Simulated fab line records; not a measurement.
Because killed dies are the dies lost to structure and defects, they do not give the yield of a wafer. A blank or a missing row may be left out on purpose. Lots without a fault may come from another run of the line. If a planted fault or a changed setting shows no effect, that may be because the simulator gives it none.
fab line records	flow nand_harc	part 1 of 2: steps 1 to 21 of 26
[record] lots = 5	wafers = 15	last_day = 24
route steps=1159 shown A_STAIRCASE@591
lots that met no fault: taken from a fault-free run of the same line
start_h: the number of hours between the record's first day and the start of the first shown wafer of the lot	wait_h: hours elapsed since this lot's preceding step	" repeats the value in the row above	L1.1+2: a single row standing in for several wafers	- no value, or no start was given	* or withheld: withheld	< > ~ a bound
route shown NAME@n: NAME is a module with steps in the file, n the number in the route of the first one	usual: average and standard deviation across the fault-free wafers	same: alike in all rows	chamber/n: place in a boat	sites: per-site readings	_std_site: standard deviation of those values	_edge_site: the outer-site mean with the inner-site mean subtracted	radius_mm: how far each site lies from the wafer's centre	mask NAME#n: copy n	behind: the tool/chamber that last shaped the wafer	hold: what put the lot on hold/how long, in hours/how the hold closed	device: names the non-switching transistor (n, p or np)	end of line: at the end of the route, the tests of the same wafers	a step without rows: its recipe alone	killed: dies lost to structure and defects at the first sort, not the wafer's yield	map: a wafer's dies, marking killed ones x, the rest . and places with no die _
set.NAME: setting as actually run; set.NAME@STEP: the setting as run at that earlier step	model.NAME: the simulator's own value behind a step, which no gauge read
lots seen at some steps along the route; tables by step, rows by wafer
services: the hour from which a tool's chamber was out of use, counted from the record's first day as start_h (under 0 if before that day), plus the number of hours and why
[[steps]]
[step NHARC_A_STAIRCASE_ETCH_197]
[recipe] target_depth_a = 1000	time_s = 40.5	ion_energy_ev = 400	c4f8_flow_sccm = 20	o2_flow_sccm = 10	ar_flow_sccm = withheld	rf_w = 600	bias_w = 1000	chemistry = C4F8/O2
[usual] chamber_pressure_mTorr = 24.999/0.022	oes_product_au = 0.954/0.015	rf_vpp_V = 898/5.3
lot.wafer	tool	chamber	start_h	wait_h	chamber_pressure_mTorr	oes_product_au	rf_hours_counter_h	rf_vpp_V
L077.4	rie_diel-08	0	-	-	24.994	0.957	49	901
L077.2	"	1	"	"	25.003	0.968	32	900
L077.5	"	2	"	"	25.021	0.985	-	889
L083.2	rie_diel-08	3	-	-	24.993	0.942	55	901
L083.1	"	1	"	"	25.001	0.967	44	898
L083.6	"	3	"	"	25.024	0.945	-	900
L090.3	rie_diel-07	3	-	-	25.014	0.950	36	888
L090.2	"	0	"	"	25.021	0.944	35	905
L090.5	"	1	"	"	24.996	0.945	-	897
L091.2	rie_diel-02	2	-	-	24.987	0.959	1	897
L091.5	"	1	"	"	25.028	0.956	-	901
L091.4	"	0	"	"	24.970	0.963	-	905
L095.4	rie_diel-08	0	-	-	24.998	0.983	20	901
L095.1	"	2	"	"	24.977	0.967	24	888
L095.6	"	1	"	"	24.970	0.986	-	900
[step NHARC_A_STAIRCASE_TRIM_198]
[recipe] time_s = 211.2	o2_flow_sccm = 500	ar_flow_sccm = 0	bias_w = 0	chemistry = O2
[usual] chamber_pressure_mTorr = 60.00/0.057	drypump_motor_current_A = 5.7/0.59	oes_product_au = 0.999/0.0081	rf_vpp_V = 57.9/0.91	showerhead_plenum_p_Torr = 3.58/0.15	throttle_valve_pct = 17.035/0.0087
lot.wafer	tool	chamber	start_h	wait_h	chamber_pressure_mTorr	drypump_motor_current_A	oes_product_au	rf_hours_counter_h	rf_vpp_V	showerhead_plenum_p_Torr	throttle_valve_pct
L077.4	rie_diel-08	0	-	-	60.00	6.0	0.994	50	57.5	3.66	17.038
L077.2	"	2	"	"	60.05	6.3	1.007	50	58.1	3.33	17.024
L077.5	"	0	"	"	59.96	6.0	0.988	-	59.6	3.66	17.026
L083.1	rie_diel-08	1	-	-	60.02	6.5	1.010	44	59.8	3.61	17.021
L083.2	"	3	"	"	60.04	6.4	1.002	55	57.3	3.63	17.042
L083.6	"	1	"	"	60.03	6.4	1.007	-	58.0	3.61	17.024
L090.3	rie_diel-07	3	-	-	59.96	5.8	0.999	36	57.8	3.31	17.026
L090.2	"	0	"	"	60.00	4.8	0.991	35	58.5	3.79	17.024
L090.5	"	2	"	"	59.99	5.1	0.986	-	56.7	3.54	17.029
L091.2	rie_diel-02	1	-	-	59.95	5.3	0.990	1	58.3	3.61	17.038
L091.5	"	1	"	"	59.96	5.3	0.997	-	58.6	3.61	17.043
L091.4	"	2	"	"	59.94	6.2	1.000	-	57.4	3.56	17.045
L095.4	rie_diel-08	3	-	-	60.04	6.4	1.018	22	58.2	3.61	17.034
L095.1	"	2	"	"	59.97	6.3	1.002	24	58.5	3.30	17.042
L095.6	"	3	"	"	59.99	6.4	1.004	-	57.8	3.61	17.054
[step NHARC_A_STAIRCASE_ETCH_199]
[recipe] target_depth_a = 1000	time_s = 40.5	ion_energy_ev = 400	c4f8_flow_sccm = 20	o2_flow_sccm = 10	ar_flow_sccm = withheld	rf_w = 600	bias_w = 1000	chemistry = C4F8/O2
[usual] chamber_pressure_mTorr = 24.999/0.022	oes_product_au = 0.945/0.012	rf_vpp_V = 898/5.8
lot.wafer	tool	chamber	start_h	wait_h	chamber_pressure_mTorr	oes_product_au	rf_hours_counter_h	rf_vpp_V
L077.4	rie_diel-08	3	-	-	24.991	0.942	40	899
L077.2	"	2	"	"	25.041	0.951	50	889
L077.5	"	3	"	"	24.989	0.934	-	899
L083.1	rie_diel-08	3	-	-	25.008	0.964	55	899
L083.2	"	2	"	"	24.988	0.955	64	887
L083.6	"	0	"	"	25.000	0.933	-	901
L090.3	rie_diel-07	0	-	-	24.993	0.930	36	904
L090.2	"	3	"	"	25.018	0.923	36	888
L090.5	"	1	"	"	25.030	0.936	-	897
L091.2	rie_diel-02	0	-	-	24.960	0.950	0	903
L091.5	"	0	"	"	25.035	0.939	-	905
L091.4	"	1	"	"	25.025	0.946	-	898
L095.1	rie_diel-08	3	-	-	24.993	0.935	22	900
L095.4	"	1	"	"	24.994	0.952	22	899
L095.6	"	2	"	"	25.018	0.949	-	888
[step NHARC_A_STAIRCASE_TRIM_200]
[recipe] time_s = 211.2	o2_flow_sccm = 500	ar_flow_sccm = 0	bias_w = 0	chemistry = O2
[usual] chamber_pressure_mTorr = 60.00/0.052	drypump_motor_current_A = 5.7/0.61	oes_product_au = 0.999/0.008	rf_vpp_V = 58.0/0.87	showerhead_plenum_p_Torr = 3.58/0.15	throttle_valve_pct = 17.036/0.0095
lot.wafer	tool	chamber	start_h	wait_h	chamber_pressure_mTorr	drypump_motor_current_A	oes_product_au	rf_hours_counter_h	rf_vpp_V	showerhead_plenum_p_Torr	throttle_valve_pct
L077.4	rie_diel-08	2	-	-	60.09	6.3	0.993	50	57.4	3.33	17.021
L077.2	"	0	"	"	59.98	6.0	0.987	50	58.1	3.66	17.034
L077.5	"	2	"	"	59.98	6.3	0.994	-	58.7	3.33	17.041
L083.1	rie_diel-08	2	-	-	59.98	6.3	0.992	64	57.6	3.32	17.043
L083.2	"	0	"	"	59.95	5.9	0.983	62	58.0	3.65	17.046
L083.6	"	2	"	"	60.07	6.3	1.001	-	57.6	3.32	17.044
L090.2	rie_diel-07	2	-	-	60.00	5.1	0.999	39	58.5	3.54	17.032
L090.3	"	0	"	"	60.07	4.7	0.998	36	58.2	3.79	17.039
L090.5	"	2	"	"	60.01	5.1	1.006	-	58.5	3.54	17.046
L091.2	rie_diel-02	0	-	-	60.04	5.7	1.005	0	57.3	3.77	17.021
L091.4	"	2	"	"	60.03	6.2	1.003	-	58.9	3.56	17.034
L091.5	"	1	"	"	60.04	5.3	0.996	-	57.7	3.61	17.047
L095.1	rie_diel-08	1	-	-	59.98	6.5	1.009	22	57.1	3.60	17.054
L095.4	"	3	"	"	59.92	6.3	1.006	22	57.5	3.61	17.034
L095.6	"	1	"	"	59.96	6.5	1.005	-	56.9	3.60	17.041
[step NHARC_A_STAIRCASE_ETCH_201]
[recipe] target_depth_a = 1000	time_s = 40.5	ion_energy_ev = 400	c4f8_flow_sccm = 20	o2_flow_sccm = 10	ar_flow_sccm = withheld	rf_w = 600	bias_w = 1000	chemistry = C4F8/O2
[usual] chamber_pressure_mTorr = 24.998/0.022	oes_product_au = 0.942/0.01	rf_vpp_V = 898/5.7
lot.wafer	tool	chamber	start_h	wait_h	chamber_pressure_mTorr	oes_product_au	rf_hours_counter_h	rf_vpp_V
L077.4	rie_diel-08	1	-	-	24.992	0.942	33	899
L077.2	"	0	"	"	25.011	0.931	50	901
L077.5	"	2	"	"	25.014	0.936	-	888
L083.1	rie_diel-08	1	-	-	25.022	0.939	44	898
L083.2	"	3	"	"	24.987	0.939	56	899
L083.6	"	2	"	"	24.985	0.942	-	889
L090.2	rie_diel-07	0	-	-	25.029	0.946	36	906
L090.3	"	1	"	"	24.951	0.931	39	898
L090.5	"	3	"	"	24.950	0.936	-	889
L091.2	rie_diel-02	2	-	-	24.984	0.941	1	898
L091.5	"	1	"	"	24.995	0.947	-	899
L091.4	"	2	"	"	24.998	0.946	-	898
L095.1	rie_diel-08	1	-	-	24.988	0.939	22	898
L095.4	"	3	"	"	25.005	0.973	23	900
L095.6	"	0	"	"	24.962	0.948	-	900
[step NHARC_A_STAIRCASE_TRIM_202]
[recipe] time_s = 211.2	o2_flow_sccm = 500	ar_flow_sccm = 0	bias_w = 0	chemistry = O2
[usual] chamber_pressure_mTorr = 60.00/0.053	drypump_motor_current_A = 5.7/0.59	oes_product_au = 0.999/0.0079	rf_vpp_V = 57.8/0.96	showerhead_plenum_p_Torr = 3.57/0.16	throttle_valve_pct = 17.037/0.0083
lot.wafer	tool	chamber	start_h	wait_h	chamber_pressure_mTorr	drypump_motor_current_A	oes_product_au	rf_hours_counter_h	rf_vpp_V	showerhead_plenum_p_Torr	throttle_valve_pct
L077.2	rie_diel-08	0	-	-	59.94	6.0	0.999	50	57.5	3.66	17.037
L077.4	"	1	"	"	59.98	6.5	1.004	33	57.5	3.62	17.039
L077.5	"	2	"	"	59.98	6.3	1.006	-	56.5	3.33	17.030
L083.2	rie_diel-08	2	-	-	60.06	6.4	1.007	64	57.9	3.32	17.049
L083.1	"	3	"	"	60.06	6.3	1.006	56	56.9	3.63	17.034
L083.6	"	3	"	"	60.00	6.4	1.005	-	58.3	3.63	17.044
L090.3	rie_diel-07	3	-	-	60.09	5.8	1.001	36	58.0	3.31	17.023
L090.2	"	1	"	"	59.87	4.8	0.988	39	58.0	3.57	17.029
L090.5	"	3	"	"	60.05	5.8	0.996	-	57.3	3.31	17.047
L091.2	rie_diel-02	1	-	-	59.89	5.3	0.998	1	58.9	3.61	17.027
L091.4	"	2	"	"	59.90	6.3	0.995	-	58.9	3.56	17.035
L091.5	"	0	"	"	59.97	5.7	0.994	-	58.3	3.77	17.038
L095.4	rie_diel-08	1	-	-	59.97	6.4	1.009	22	56.4	3.60	17.032
L095.1	"	2	"	"	60.05	6.3	1.017	25	57.2	3.30	17.047
L095.6	"	2	"	"	59.96	6.3	1.007	-	57.3	3.30	17.050
[step NHARC_A_STAIRCASE_ETCH_203]
[recipe] target_depth_a = 1000	time_s = 40.5	ion_energy_ev = 400	c4f8_flow_sccm = 20	o2_flow_sccm = 10	ar_flow_sccm = withheld	rf_w = 600	bias_w = 1000	chemistry = C4F8/O2
[usual] chamber_pressure_mTorr = 24.997/0.019	oes_product_au = 0.939/0.0097	rf_vpp_V = 898/5.6
lot.wafer	tool	chamber	start_h	wait_h	chamber_pressure_mTorr	oes_product_au	rf_hours_counter_h	rf_vpp_V
L077.4	rie_diel-08	1	-	-	25.018	0.941	33	899
L077.2	"	2	"	"	25.000	0.946	51	887
L077.5	"	0	"	"	24.949	0.927	-	899
L083.1	rie_diel-08	3	-	-	25.024	0.949	56	899
L083.2	"	1	"	"	24.976	0.953	44	899
L083.6	"	0	"	"	24.970	0.945	-	900
L090.3	rie_diel-07	0	-	-	25.019	0.931	36	906
L090.2	"	1	"	"	25.014	0.923	39	897
L090.5	"	0	"	"	24.996	0.934	-	906
L091.2	rie_diel-02	0	-	-	25.007	0.936	1	904
L091.4	"	2	"	"	24.992	0.933	-	898
L091.5	"	0	"	"	25.010	0.937	-	904
L095.1	rie_diel-08	0	-	-	24.990	0.942	20	900
L095.4	"	3	"	"	24.981	0.952	23	898
L095.6	"	0	"	"	24.986	0.929	-	899
[step NHARC_A_STAIRCASE_STRIP_205]
[recipe] power_w = 1500	temp_c = 250	chemistry = O2
[usual] drypump_motor_current_A = 5.3/0.33	heater_power_w = 374/28
lot.wafer	tool	chamber	start_h	wait_h	drypump_motor_current_A	heater_power_w	rf_hours_counter_h
L077.2	plasma_asher-01	1	257.37	0.1	5.9	329	53
L077.4	"	1	"	"	5.9	328	-
L077.5	"	0	"	"	5.1	369	-
L083.2	plasma_asher-02	1	288.85	0.1	5.0	412	36
L083.1	"	0	"	"	5.3	356	36
L083.6	"	0	"	"	5.3	361	-
L090.2	plasma_asher-02	1	334.41	0.1	5.0	405	50
L090.3	"	0	"	"	5.3	361	-
L090.5	"	1	"	"	5.0	400	-
L091.2	plasma_asher-02	0	342.64	0.2	5.3	364	52
L091.4	"	0	"	"	5.3	357	-
L091.5	"	0	"	"	5.3	361	-
L095.1	plasma_asher-01	1	365.93	0.1	6.0	346	28
L095.4	"	1	"	"	6.0	354	-
L095.6	"	1	"	"	6.0	329	-
[step NHARC_A_STAIRCASE_STRIP_206]
[recipe] time_s = 900	temp_c = 130	chemistry = SPM
lot.wafer	tool	chamber	start_h	wait_h
L077.5+4+2	wet_bench-02	1,2,3	257.74	0.1
L083.1+6+2	wet_bench-04	5,7,2	289.20	0.3
L090.5+3+2	wet_bench-04	7,0,1	334.74	0.1
L091.4+5+2	wet_bench-02	7,0,2	342.94	0.2
L095.6+1+4	wet_bench-01	5,6,1	366.27	0.1
[step NHARC_A_STAIRCASE_PRECLEAN_207]
[recipe] time_s = *	temp_c = 50	bath_age_min = 0	chemistry = SC1
lot.wafer	tool	chamber	start_h	wait_h
L077.5+4+2	wet_bench-02	1,2,3	-	-
L083.1+6+2	wet_bench-04	5,7,2	-	-
L090.5+3+2	wet_bench-04	7,0,1	-	-
L091.4+5+2	wet_bench-02	7,0,2	-	-
L095.6+1+4	wet_bench-01	5,6,1	-	-
[step NHARC_A_STAIRCASE_SRD_208]
lot.wafer	tool	chamber	start_h	wait_h
L077.5+4+2	wet_bench-02	1,2,3	-	-
L083.1+6+2	wet_bench-04	5,7,2	-	-
L090.5+3+2	wet_bench-04	7,0,1	-	-
L091.4+5+2	wet_bench-02	7,0,2	-	-
L095.6+1+4	wet_bench-01	5,6,1	-	-
[step NHARC_A_STAIRCASE_DEHYDRATE_209]
[recipe] temp_c = 150	time_s = 120
[usual] exhaust_pa = 45.1/0.87
lot.wafer	tool	chamber	start_h	wait_h	exhaust_pa
L077.2	litho_track-07	0	258.17	-	45.9
L077.4	"	0	"	"	45.3
L077.5	"	0	"	"	45.9
L083.1	litho_track-07	0	289.67	-	44.0
L083.2	"	0	"	"	44.7
L083.6	"	0	"	"	45.0
L090.2	litho_track-05	0	335.17	-	44.3
L090.3	"	0	"	"	45.1
L090.5	"	0	"	"	44.0
L091.2	litho_track-05	0	343.41	-	46.5
L091.4	"	0	"	"	46.6
L091.5	"	0	"	"	45.7
L095.1	litho_track-02	0	366.73	-	44.7
L095.4	"	0	"	"	44.8
L095.6	"	0	"	"	45.2
[step NHARC_A_STAIRCASE_HMDS_210]
[recipe] time_s = 30
[usual] exhaust_pa = 45.1/0.85
lot.wafer	tool	chamber	start_h	wait_h	exhaust_pa
L077.2	litho_track-07	0	-	-	46.6
L077.4	"	0	"	"	46.1
L077.5	"	0	"	"	46.0
L083.1	litho_track-07	0	-	-	43.5
L083.2	"	0	"	"	44.8
L083.6	"	0	"	"	44.6
L090.2	litho_track-05	0	-	-	46.3
L090.3	"	0	"	"	44.6
L090.5	"	0	"	"	43.8
L091.2	litho_track-05	0	-	-	46.6
L091.4	"	0	"	"	46.2
L091.5	"	0	"	"	45.5
L095.1	litho_track-02	0	-	-	46.2
L095.4	"	0	"	"	45.3
L095.6	"	0	"	"	45.1
[step NHARC_A_STAIRCASE_COAT_211]
[recipe] spin_rpm = 1200
[usual] exhaust_pa = 45.1/0.91
lot.wafer	tool	chamber	start_h	wait_h	exhaust_pa
L077.2	litho_track-07	0	-	-	46.3
L077.4	"	0	"	"	46.6
L077.5	"	0	"	"	45.7
L083.1	litho_track-07	0	-	-	46.2
L083.2	"	0	"	"	44.9
L083.6	"	0	"	"	45.8
L090.2	litho_track-05	0	-	-	46.0
L090.3	"	0	"	"	44.2
L090.5	"	0	"	"	45.8
L091.2	litho_track-05	0	-	-	44.7
L091.4	"	0	"	"	45.0
L091.5	"	0	"	"	45.0
L095.1	litho_track-02	0	-	-	44.2
L095.4	"	0	"	"	44.5
L095.6	"	0	"	"	45.5
[step NHARC_A_STAIRCASE_SOFTBAKE_212]
[recipe] temp_c = 135	time_s = 170
[usual] exhaust_pa = 44.9/0.9
lot.wafer	tool	chamber	start_h	wait_h	exhaust_pa
L077.2	litho_track-07	0	-	-	44.9
L077.4	"	0	"	"	46.1
L077.5	"	0	"	"	45.4
L083.1	litho_track-07	0	-	-	45.8
L083.2	"	0	"	"	45.6
L083.6	"	0	"	"	46.6
L090.2	litho_track-05	0	-	-	44.3
L090.3	"	0	"	"	44.5
L090.5	"	0	"	"	43.3
L091.2	litho_track-05	0	-	-	45.3
L091.4	"	0	"	"	44.5
L091.5	"	0	"	"	44.2
L095.1	litho_track-02	0	-	-	45.1
L095.4	"	0	"	"	44.0
L095.6	"	0	"	"	45.0
[step NHARC_A_STAIRCASE_EBR_213]
[usual] exhaust_pa = 44.9/0.92
lot.wafer	tool	chamber	start_h	wait_h	exhaust_pa
L077.2	litho_track-07	0	-	-	45.3
L077.4	"	0	"	"	44.0
L077.5	"	0	"	"	43.1
L083.1	litho_track-07	0	-	-	45.5
L083.2	"	0	"	"	44.9
L083.6	"	0	"	"	46.1
L090.2	litho_track-05	0	-	-	45.2
L090.3	"	0	"	"	45.8
L090.5	"	0	"	"	45.4
L091.2	litho_track-05	0	-	-	43.2
L091.4	"	0	"	"	44.7
L091.5	"	0	"	"	45.4
L095.1	litho_track-02	0	-	-	44.0
L095.4	"	0	"	"	44.4
L095.6	"	0	"	"	45.3
[step NHARC_A_STAIRCASE_EXPOSE_214]
[recipe] na = 0.5	dose_mj = 31.26	mask_id = STAIR_3
lot.wafer	tool	chamber	start_h	wait_h	mask
L077.2+4+5	krf_scanner-04	0	258.52	-	STAIR_3#0
L083.1+2+6	krf_scanner-02	0	290.00	-	STAIR_3#0
L090.2+3+5	krf_scanner-04	0	335.38	-	STAIR_3#0
L091.2+4+5	krf_scanner-02	0	343.62	-	STAIR_3#0
L095.1+4+6	krf_scanner-04	0	367.06	-	STAIR_3#0
[step NHARC_A_STAIRCASE_PEB_215]
[recipe] peb_temp_c = 115	peb_time_s = 130
[usual] exhaust_pa = 44.9/0.82
lot.wafer	tool	chamber	start_h	wait_h	exhaust_pa
L077.2	litho_track-07	0	258.58	0.1	44.9
L077.4	"	0	"	"	45.7
L077.5	"	0	"	"	45.1
L083.1	litho_track-05	0	290.07	0.1	46.4
L083.2	"	0	"	"	45.4
L083.6	"	0	"	"	45.3
L090.2	litho_track-07	0	335.44	0.1	44.6
L090.3	"	0	"	"	43.1
L090.5	"	0	"	"	45.5
L091.2	litho_track-07	0	343.68	0.1	45.2
L091.4	"	0	"	"	44.8
L091.5	"	0	"	"	45.6
L095.1	litho_track-05	0	367.13	0.1	45.1
L095.4	"	0	"	"	45.0
L095.6	"	0	"	"	44.7
[step NHARC_A_STAIRCASE_DEVELOP_216]
[recipe] time_s = 140
[usual] exhaust_pa = 45.3/0.77
lot.wafer	tool	chamber	start_h	wait_h	exhaust_pa
L077.2	litho_track-07	0	-	-	46.1
L077.4	"	0	"	"	46.4
L077.5	"	0	"	"	45.6
L083.1	litho_track-05	0	-	-	45.8
L083.2	"	0	"	"	44.6
L083.6	"	0	"	"	45.9
L090.2	litho_track-07	0	-	-	46.6
L090.3	"	0	"	"	46.2
L090.5	"	0	"	"	44.2
L091.2	litho_track-07	0	-	-	45.4
L091.4	"	0	"	"	45.5
L091.5	"	0	"	"	45.1
L095.1	litho_track-05	0	-	-	44.4
L095.4	"	0	"	"	46.7
L095.6	"	0	"	"	46.4
[step NHARC_A_STAIRCASE_HARDBAKE_218]
[recipe] temp_c = 120	time_s = 140
[usual] exhaust_pa = 45.1/0.91
lot.wafer	tool	chamber	start_h	wait_h	exhaust_pa
L077.2	litho_track-07	0	258.81	-	45.8
L077.4	"	0	"	"	45.4
L077.5	"	0	"	"	44.9
L083.1	litho_track-07	0	290.29	-	44.4
L083.2	"	0	"	"	43.1
L083.6	"	0	"	"	44.3
L090.2	litho_track-05	0	335.67	-	45.8
L090.3	"	0	"	"	46.1
L090.5	"	0	"	"	47.3
L091.2	litho_track-07	0	343.90	-	45.1
L091.4	"	0	"	"	44.0
L091.5	"	0	"	"	45.0
L095.1	litho_track-05	0	367.34	-	44.5
L095.4	"	0	"	"	43.9
L095.6	"	0	"	"	45.0
[step NHARC_A_STAIRCASE_DESCUM_219]
[recipe] time_s = 3	o2_flow_sccm = 200	ar_flow_sccm = 0	bias_power_w = 0	chemistry = O2
[usual] chamber_pressure_mTorr = 59.99/0.05	drypump_motor_current_A = 5.5/0.59	oes_product_au = 0.999/0.0076	rf_vpp_V = 57.8/0.96	showerhead_plenum_p_Torr = 1.93/0.095	throttle_valve_pct = 11.313/0.0089
lot.wafer	tool	chamber	start_h	wait_h	chamber_pressure_mTorr	drypump_motor_current_A	oes_product_au	rf_hours_counter_h	rf_vpp_V	showerhead_plenum_p_Torr	throttle_valve_pct
L077.4	rie_diel-07	0	258.91	-	59.98	4.8	1.002	7	58.7	2.07	11.319
L077.2	"	1	"	"	59.90	4.8	0.999	7	58.9	1.95	11.313
L077.5	"	2	"	"	59.90	5.0	1.005	-	59.2	1.93	11.302
L083.2	rie_diel-02	3	290.38	-	60.05	5.4	0.993	48	57.0	1.77	11.316
L083.1	"	1	"	"	59.99	5.3	1.000	49	57.3	1.97	11.300
L083.6	"	3	"	"	59.97	5.4	0.995	-	55.4	1.77	11.305
L090.3	rie_diel-08	3	335.76	-	59.97	6.3	1.011	11	57.2	1.96	11.300
L090.2	"	1	"	"	60.06	6.4	1.001	11	58.7	1.96	11.317
L090.5	"	3	"	"	59.98	6.3	1.010	-	57.1	1.96	11.306
L091.4	rie_diel-07	2	344.00	-	60.04	5.1	1.001	43	59.2	1.92	11.317
L091.2	"	3	"	"	59.99	5.7	0.996	40	57.3	1.79	11.335
L091.5	"	1	"	"	59.96	4.8	0.990	-	59.4	1.94	11.318
L095.4	rie_diel-08	0	367.44	-	60.00	6.0	1.015	21	57.6	1.98	11.303
L095.1	"	1	"	"	59.99	6.5	1.016	23	56.1	1.95	11.315
L095.6	"	3	"	"	60.01	6.4	1.014	-	56.2	1.96	11.320
